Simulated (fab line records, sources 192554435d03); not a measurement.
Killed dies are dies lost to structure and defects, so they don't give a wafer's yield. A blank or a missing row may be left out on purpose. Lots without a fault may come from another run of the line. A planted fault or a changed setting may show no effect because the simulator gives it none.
Chamber matching | flow n5_finfet | N5_BEOL_M1_ETCH_77 on rie_diel-03: 4 sister chambers
The step etches underlayer in N2/H2, target depth 6.5 nm, time 5.2 s. 14 wafers are shown with their chamber, then 7 later ones without.

WAFERS WITH THEIR CHAMBER
wafer  | chamber | throttle_valve_pct (%) | showerhead_plenum_p_Torr (Torr) | oes_product_au (a.u.)
L075.2 | 3       | 17.44                  | 2.57                            | 0.82
L075.4 | 0       | 18.25                  | 2.66                            | 0.60
L075.6 | 0       | 18.25                  | 2.66                            | 0.62
L080.4 | 3       | 17.45                  | 2.57                            | 0.81
L080.5 | 2       | 17.87                  | 2.42                            | 0.61
L080.6 | 0       | 18.29                  | 2.65                            | 0.60
L082.3 | 3       | 17.49                  | 2.56                            | 0.78
L082.4 | 1       | 17.92                  | 2.63                            | 0.86
L082.6 | 1       | 17.92                  | 2.63                            | 0.85
L086.2 | 2       | 17.88                  | 2.41                            | 0.60
L086.3 | 0       | 18.29                  | 2.64                            | 0.59
L086.6 | 1       | 17.94                  | 2.62                            | 0.82
L091.1 | 0       | 18.33                  | 2.64                            | 0.59
L091.4 | 2       | 17.88                  | 2.41                            | 0.61

SIGNATURES (means of the wafers above)
reading                  | chamber 0 | chamber 1 | chamber 2 | chamber 3 | scatter within a chamber
throttle_valve_pct       | 18.2820   | 17.9267   | 17.8767   | 17.4600   | 0.0249
showerhead_plenum_p_Torr | 2.6500    | 2.6267    | 2.4133    | 2.5667    | 0.00775
oes_product_au           | 0.6000    | 0.8433    | 0.6067    | 0.8033    | 0.0155
Rule: a wafer's distance from a chamber is the root of the sum, over the readings, of the square of ((its reading less the chamber's mean) divided by the reading's scatter). The wafer belongs to the nearest chamber; if the next one is less than 2 further off, it can't be placed. The scatter: the root of (the sum of the squares of (reading less its chamber's mean) over the shown wafers, divided by (wafers less chambers)).

WAFERS WITHOUT THEIR CHAMBER
wafer  | throttle_valve_pct (%) | showerhead_plenum_p_Torr (Torr) | oes_product_au (a.u.)
L091.5 | 18.31                  | 2.64                            | 0.59
L092.2 | 17.96                  | 2.62                            | 0.80
L092.3 | 17.90                  | 2.41                            | 0.59
L092.6 | 17.98                  | 2.62                            | 0.79
L097.2 | 17.94                  | 2.40                            | 0.57
L097.4 | 18.35                  | 2.64                            | 0.59
L097.5 | 18.01                  | 2.61                            | 0.78

WHICH CHAMBER EACH WENT THROUGH
wafer  | from the rows above | in truth
L091.5 | 0                   | 0
L092.2 | 1                   | 1
L092.3 | 2                   | 2
L092.6 | 1                   | 1
L097.2 | 2                   | 2
L097.4 | 0                   | 0
L097.5 | 1                   | 1
Placed correctly: 7 of 7. Can't be placed from these rows: 0. Placed wrongly: 0.
